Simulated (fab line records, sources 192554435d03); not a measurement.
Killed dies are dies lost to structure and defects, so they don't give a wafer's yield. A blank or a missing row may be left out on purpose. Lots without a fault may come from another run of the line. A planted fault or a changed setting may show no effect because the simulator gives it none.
fab line records | flow n5_finfet | part 2 of 2: steps 5 to 6 of 6
record lots=24 wafers=72 last_day=18
route steps=1938 shown MOL_CONTACT_COAG@603 BEOL_M0_SAQP@638
lots that met no fault: from a run of the same line without faults
start_h: hours from the record's first day to the start of the lot's first wafer shown | wait_h: hours since the lot's step before | " the same as in the row above | L1.1+2: a row that stands for several wafers | - no value, or no start given | * or withheld: withheld | < > ~ a bound
route shown NAME@n: a module of which the file shows steps, and the number in the route of the first | usual: mean/standard deviation of fault-free wafers | same: alike in all rows | chamber/n: place in a boat | sites: the reading at each site | _std_site: their standard deviation | _edge_site: outer sites' mean less inner sites' | radius_mm: how far each site lies from the wafer's centre | mask NAME#n: copy n | behind: the tool/chamber that last shaped the wafer | hold: why the lot was held/for how many hours/how that ended | device: the transistor (n, p or np) that didn't switch | end of line: the same wafers' tests at the end of the route | a step without rows: its recipe alone | killed: dies lost to structure and defects at the first sort, not the wafer's yield | map: a wafer's dies, x killed, . not, _ none there
set.NAME: the setting as run; set.NAME@STEP: as run at that earlier step | model.NAME: the simulator's own value behind a step, which no gauge read
steps of the route over a sample of lots; a table a step, a row a wafer
services: from which hour (start_h, from the record's first day; less than 0 if before it) a tool's chamber was out of use, for how many hours, and why
## steps
# step N5_BEOL_M0_SAQP_DESCUM_45
# recipe chemistry=O2 time_s=7 source_power_w=50 bias_power_w=20 pressure_mtorr=20 rf_frequency_hz=2.712e+07 temp_c=40 resist=CAR-EUV o2_flow_sccm=225
# usual drypump_motor_current_A=5.8/0.46 oes_product_au=0.72/0.039 rf_vpp_V=243.8/1.2 showerhead_plenum_p_Torr=2.14/0.055 throttle_valve_pct=20.53/0.18
# columns lot.wafer tool chamber start_h wait_h drypump_motor_current_A oes_product_au rf_hours_counter_h rf_vpp_V showerhead_plenum_p_Torr throttle_valve_pct
L074.1 rie_diel-03 3 110.92 0.0 5.9 0.70 196 244.5 2.16 20.76
L074.2 " 1 " " 6.4 0.69 224 244.6 2.15 20.51
L074.5 " 3 " " 5.9 0.69 - 245.0 2.16 20.75
L075.3 rie_diel-05 0 118.08 0.4 5.3 0.77 140 244.5 2.18 20.15
L075.4 " 3 " " 6.0 0.68 208 243.4 2.08 20.53
L075.5 " 2 " " 6.4 0.74 - 244.9 2.18 20.35
L076.1 rie_diel-03 1 120.29 0.0 6.5 0.68 227 244.7 2.15 20.50
L076.2 " 3 " " 5.9 0.70 200 244.2 2.16 20.77
L076.3 " 2 " " 5.6 0.80 84 243.2 2.14 20.76
L077.3 rie_diel-03 3 127.23 0.0 5.9 0.69 203 243.4 2.16 20.77
L077.4 " 1 " " 6.4 0.68 230 245.7 2.15 20.49
L077.5 " 2 " " 5.6 0.79 - 244.1 2.14 20.75
L078.1 rie_diel-05 1 138.06 0.1 5.1 0.71 177 244.1 2.18 20.58
L078.3 " 0 " " 5.3 0.76 143 245.8 2.18 20.19
L078.4 " 1 " " 5.1 0.71 - 244.1 2.18 20.58
L079.2 rie_diel-05 0 142.16 0.0 5.3 0.77 145 245.6 2.18 20.18
L079.3 " 2 " " 6.3 0.74 191 244.6 2.18 20.35
L079.4 " 1 " " 5.1 0.72 - 244.5 2.17 20.56
L080.2 rie_diel-03 0 146.00 0.1 5.9 0.72 176 244.4 2.16 20.38
L080.3 " 3 " " 5.9 0.69 210 243.8 2.15 20.76
L080.4 " 2 " " 5.6 0.79 - 244.1 2.14 20.79
L081.1 rie_diel-03 2 153.58 0.0 5.7 0.79 96 244.2 2.14 20.78
L081.3 " 0 " " 5.9 0.73 178 243.8 2.16 20.41
L081.6 " 2 " " 5.6 0.78 - 243.2 2.14 20.78
L082.1 rie_diel-05 2 161.91 0.0 6.3 0.73 197 245.0 2.18 20.37
L082.3 " 0 " " 5.3 0.76 151 244.9 2.17 20.17
L082.4 " 1 " " 5.1 0.71 185 243.8 2.17 20.57
L083.2 rie_diel-06 3 166.11 0.0 5.1 0.74 199 241.6 2.00 20.59
L083.3 " 1 " " 5.7 0.69 199 244.8 2.18 20.33
L083.6 " 0 " " 5.7 0.71 - 243.1 2.20 20.52
L084.3 rie_diel-06 0 173.43 0.0 5.7 0.71 195 244.7 2.20 20.55
L084.5 " 0 " " 5.7 0.70 - 244.0 2.20 20.52
L084.6 " 1 " " 5.7 0.70 - 242.5 2.18 20.33
L085.1 rie_diel-05 2 177.31 0.0 6.4 0.73 202 245.3 2.17 20.37
L085.2 " 0 " " 5.3 0.76 155 243.8 2.17 20.20
L085.6 " 2 " " 6.4 0.73 - 242.7 2.17 20.37
L086.3 rie_diel-03 0 188.75 0.7 5.9 0.72 192 244.9 2.15 20.42
L086.4 " 3 " " 5.9 0.68 225 244.9 2.15 20.80
L086.5 " 2 " " 5.6 0.78 - 242.8 2.13 20.81
L087.3 rie_diel-03 1 191.92 0.2 6.5 0.68 235 245.2 2.14 20.51
L087.4 " 2 " " 5.6 0.76 111 244.2 2.13 20.81
L087.5 " 1 " " 6.4 0.68 - 244.6 2.14 20.52
L088.1 rie_diel-05 1 201.39 0.0 5.1 0.69 197 244.2 2.17 20.59
L088.2 " 0 " " 5.3 0.75 162 244.5 2.17 20.19
L088.5 " 2 " " 6.3 0.73 - 245.7 2.17 20.37
L089.2 rie_diel-03 3 203.63 0.0 5.9 0.68 230 242.6 2.15 20.78
L089.5 " 0 " " 5.9 0.71 - 243.9 2.15 20.43
L089.6 " 3 " " 5.9 0.67 - 243.1 2.15 20.80
L090.4 rie_diel-03 3 210.56 0.0 5.9 0.68 233 243.8 2.15 20.82
L090.5 " 2 " " 5.6 0.76 - 243.7 2.13 20.80
L090.6 " 1 " " 6.4 0.68 - 243.7 2.14 20.53
L091.1 rie_diel-06 0 213.20 0.2 5.7 0.69 206 244.8 2.19 20.55
L091.3 " 1 " " 5.7 0.68 213 245.6 2.17 20.36
L091.6 " 3 " " 5.2 0.73 - 241.0 2.00 20.62
L092.1 rie_diel-05 1 219.01 0.0 5.1 0.70 202 244.8 2.17 20.59
L092.2 " 2 " " 6.4 0.72 214 243.9 2.17 20.39
L092.5 " 0 " " 5.3 0.75 - 244.1 2.17 20.19
L093.1 rie_diel-06 0 230.82 0.0 5.7 0.69 212 243.0 2.19 20.58
L093.4 " 3 " " 5.2 0.73 219 240.3 1.99 20.64
L093.5 " 3 " " 5.2 0.73 - 242.0 1.99 20.64
L094.2 rie_diel-06 1 231.14 0.0 5.7 0.69 218 245.8 2.17 20.36
L094.3 " 0 " " 5.7 0.69 213 244.6 2.19 20.56
L094.4 " 3 " " 5.2 0.73 219 242.2 1.99 20.62
L095.4 rie_diel-05 3 241.26 0.0 6.0 0.64 240 243.5 2.07 20.58
L095.5 " 1 " " 5.1 0.69 - 244.9 2.16 20.60
L095.6 " 2 " " 6.3 0.72 - 242.4 2.17 20.40
L096.1 rie_diel-03 1 267.90 0.3 6.4 0.67 254 244.2 2.14 20.53
L096.3 " 3 " " 5.9 0.67 246 245.4 2.14 20.83
L096.5 " 3 " " 5.9 0.66 - 245.4 2.14 20.83
L097.2 rie_diel-06 2 268.47 0.0 6.7 0.77 161 243.8 2.01 20.50
L097.4 " 1 " " 5.7 0.67 230 243.6 2.17 20.39
L097.5 " 0 " " 5.8 0.68 - 243.5 2.19 20.58
# step N5_BEOL_M0_SAQP_ALD_48
# recipe material=SiO2 target_thk_a=200 temp_c=100 ald_precursor_family=BDEAS ald_co_reactant=O2-plasma pulse_time_s=1 co_reactant_pulse_time_s=1 purge_time_s=2 co_reactant_purge_time_s=2 ald_cycles=139 pressure_torr=2
# usual heater_power_w=79/11 precursor_pulse_height_rel=1.000/0.02
# columns lot.wafer tool chamber start_h wait_h heater_power_w precursor_pulse_height_rel
L074.1 ald_sin-01 0 111.20 0.0 82 1.011
L074.2 " 3 " " 85 0.997
L074.5 " 2 " " 87 1.012
L075.3 ald_sin-04 3 118.54 0.2 83 1.009
L075.4 " 2 " " 70 0.996
L075.5 " 0 " " 73 0.975
L076.1 ald_sin-01 3 120.57 0.0 87 1.005
L076.2 " 1 " " 65 1.020
L076.3 " 2 " " 87 1.014
L077.3 ald_sin-01 2 128.27 0.1 88 1.032
L077.4 " 3 " " 86 1.006
L077.5 " 2 " " 84 0.959
L078.1 ald_sin-04 3 138.34 0.0 82 0.987
L078.3 " 0 " " 73 0.999
L078.4 " 1 " " 97 0.989
L079.2 ald_sin-02 1 142.44 0.0 83 0.994
L079.3 " 3 " " 70 0.981
L079.4 " 0 " " 102 1.023
L080.2 ald_sin-02 3 146.29 0.0 70 1.009
L080.3 " 1 " " 84 1.024
L080.4 " 0 " " 100 1.015
L081.1 ald_sin-01 1 153.87 0.0 67 0.994
L081.3 " 3 " " 87 0.977
L081.6 " 2 " " 85 1.017
L082.1 ald_sin-04 1 162.42 0.3 95 0.968
L082.3 " 3 " " 83 0.986
L082.4 " 2 " " 71 1.016
L083.2 ald_sin-02 0 166.98 0.6 100 0.988
L083.3 " 2 " " 61 0.995
L083.6 " 3 " " 71 1.000
L084.3 ald_sin-01 2 173.72 0.0 86 1.008
L084.5 " 1 " " 65 0.987
L084.6 " 0 " " 83 0.975
L085.1 ald_sin-02 3 177.60 0.0 73 1.029
L085.2 " 2 " " 61 0.987
L085.6 " 3 " " 71 1.018
L086.3 ald_sin-02 1 189.03 0.0 83 1.002
L086.4 " 3 " " 70 1.006
L086.5 " 1 " " 83 1.018
L087.3 ald_sin-04 2 192.20 0.0 69 1.056
L087.4 " 1 " " 96 1.023
L087.5 " 0 " " 75 0.993
L088.1 ald_sin-01 2 201.67 0.0 87 1.016
L088.2 " 1 " " 64 1.040
L088.5 " 3 " " 86 0.986
L089.2 ald_sin-02 2 203.91 0.0 61 0.990
L089.5 " 2 " " 59 1.004
L089.6 " 3 " " 72 0.992
L090.4 ald_sin-01 0 210.84 0.0 84 1.017
L090.5 " 3 " " 86 0.983
L090.6 " 2 " " 87 1.016
L091.1 ald_sin-01 3 213.48 0.0 88 0.994
L091.3 " 0 " " 84 1.032
L091.6 " 3 " " 88 0.992
L092.1 ald_sin-02 2 219.29 0.0 61 1.022
L092.2 " 3 " " 70 1.027
L092.5 " 1 " " 86 1.002
L093.1 ald_sin-01 1 231.10 0.0 65 1.024
L093.4 " 0 " " 83 0.978
L093.5 " 2 " " 87 0.963
L094.2 ald_sin-04 1 232.57 1.2 97 0.983
L094.3 " 2 " " 72 1.014
L094.4 " 0 " " 73 1.016
L095.4 ald_sin-01 3 241.54 0.0 89 1.003
L095.5 " 3 " " 86 1.008
L095.6 " 2 " " 87 1.009
L096.1 ald_sin-01 0 268.28 0.1 83 0.991
L096.3 " 2 " " 87 0.993
L096.5 " 0 " " 87 0.992
L097.2 ald_sin-01 2 268.78 0.1 88 0.998
L097.4 " 3 " " 90 1.010
L097.5 " 2 " " 88 0.985
## services
# columns tool chamber start_h hours kind
ald_sin-01 - 86.31 14.0 pm
pecvd-04 1 93.20 3.1 repair
rie_diel-03 0 109.28 3.0 repair
pecvd-04 2 115.95 6.9 repair
ald_sin-01 0 116.62 14.9 repair
rie_diel-06 0 119.35 10.0 repair
pecvd-01 - 120.19 2.0 repair
rie_diel-05 0 124.31 6.9 repair
pecvd-01 - 126.90 0.9 repair
rie_diel-03 1 127.54 46.7 repair
rie_diel-05 3 136.41 7.8 repair
ald_sin-04 0 164.70 5.0 repair
pecvd-04 - 170.44 0.4 repair
ald_sin-02 - 181.32 0.4 repair
rie_diel-06 - 182.23 2.8 pm
pecvd-04 - 190.11 0.7 repair
ald_sin-01 0 201.35 5.4 repair
pecvd-04 2 206.38 3.8 repair
ald_sin-02 1 209.49 5.5 repair
ald_sin-02 0 217.68 2.5 repair
pecvd-02 - 222.95 4.3 pm
ald_sin-04 - 225.66 1.4 repair
rie_diel-03 - 242.73 14.6 pm
ald_sin-04 0 247.35 4.6 repair
